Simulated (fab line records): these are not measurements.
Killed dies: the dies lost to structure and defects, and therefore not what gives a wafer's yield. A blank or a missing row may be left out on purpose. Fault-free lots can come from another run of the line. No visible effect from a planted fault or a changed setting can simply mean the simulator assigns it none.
A struck lot beside a sound one ; flow nand-harc ; 14 out of 1159 route steps
Sound: these wafers, L880.2, L880.3, L880.6. Struck: wafers L884.1, L884.3, L884.6. The cause comes at the end.
Per side, at each step with rows, come the tool, then ch with its chambers, and then its first start. Under that, the readings that differ: sound wafers ; struck wafers ; difference of the means ; sigmas: that difference in standard deviations of wafers without a fault.
alike: same words and numbers on both sides, and readings whose means sit less than 2 such deviations apart. not compared: any withheld reading, any reading some wafer has no value for, any bound like >300 that may hide the same value, and any number with overlapping values for which the record gives no deviation.
Wherever a step has rows on one side only, a row that says differs or no value, or a row with sigmas, the two part there. Numbers that have no deviation but don't overlap get no sigmas and don't part them. Lack of a reading on every wafer of one side parts them only where that side has two or more wafers.

NHARC_P_M0_CD_MEAS_09: target cd 90 nm.
  sound on cd-sem-03 ch 0, day 7 14:43; struck on cd-sem-01 ch 0, day 8 02:29
  alike: cd-nm
NHARC_P_M0_OVL_MEAS_10: pitch 180 nm.
  sound on overlay-02, day 7 14:49; struck on overlay-02, day 8 02:35
  alike: overlay-x-nm, overlay-y-nm
NHARC_P_M0_INSPECT_11:
  sound on defect-inspect-01, day 7 14:52; struck on defect-inspect-02, day 8 02:37
  alike: raw-defect-count
NHARC_P_M0_DESCUM_14: chemistry O2, time 3 s.
  sound on rie-diel-07 ch 2,3, day 7 14:56; struck on rie-diel-10 ch 0,1,3, day 8 02:41
  alike: drypump-motor-current-A, oes-product-au, rf-vpp-V, showerhead-plenum-p-Torr, throttle-valve-pct
  not compared: rf-hours-counter-h
then, 1 step without rows for these wafers: NHARC_P_M0_ETCH_34 (etches the open film in N2/H2, target depth 40 nm, overetch 12 nm, time 43.94 s).
NHARC_P_M0_ETCH_15: etches the open film in C4F8/Ar, target depth 150 nm, overetch 15 nm, time 82.5 s.
  sound on rie-diel-07 ch 0,1,3; struck on rie-diel-10 ch 0,1
  alike: oes-product-au, rf-vpp-V
  not compared: rf-hours-counter-h
NHARC_P_M0_CD_MEAS_16:
  sound on cd-sem-03, day 7 15:13; struck on cd-sem-03, day 8 02:59
  alike: cd-nm
NHARC_P_M0_STRIP_18: strips in N2/H2.
  sound on rie-diel-10 ch 0,1,3, day 7 15:17; struck on rie-diel-02 ch 0,3, day 8 03:04
  alike: drypump-motor-current-A, n2-flow-sccm, oes-product-au, rf-vpp-V, showerhead-plenum-p-Torr, throttle-valve-pct
  not compared: rf-hours-counter-h
then, 1 step without rows for these wafers: NHARC_P_M0_STRIP_19 (strips in post etch residue remover, time 600 s).
NHARC_P_M0_DEGAS_28: time 60 s.
  sound on pvd-sputter-02, day 7 15:52; struck on pvd-sputter-03, day 8 03:37
  alike: heater-power-w
then, 1 step without rows for these wafers: NHARC_P_M0_PRE_CLEAN_29 (time 30 s).
NHARC_P_M0_PVD_20: deposits TaN, target thk 5 nm, time 8.06 s.
  sound on pvd-sputter-02; struck on pvd-sputter-03
  alike: bias-v, cathode-dc-power-W, chamber-pressure-pa, throttle-valve-pct
NHARC_P_M0_PVD_21: deposits Cu, target thk 30 nm, time 20.49 s.
  sound on pvd-sputter-02, day 7 16:09; struck on pvd-sputter-03, day 8 03:50
  no value came back on the struck wafers for cathode-dc-power-W (W), chamber-pressure-pa (Pa), throttle-valve-pct (%); on the sound wafers cathode-dc-power-W (W) reads 4999.7 4998.5 4999.7
then, 1 step without rows for these wafers: NHARC_P_M0_ECD_22 (material Cu, target thk 400 nm).

== WHERE THEY PART ==
NHARC_P_M0_PVD_21 only, going by this record.

WHY: what had been put in by the simulator
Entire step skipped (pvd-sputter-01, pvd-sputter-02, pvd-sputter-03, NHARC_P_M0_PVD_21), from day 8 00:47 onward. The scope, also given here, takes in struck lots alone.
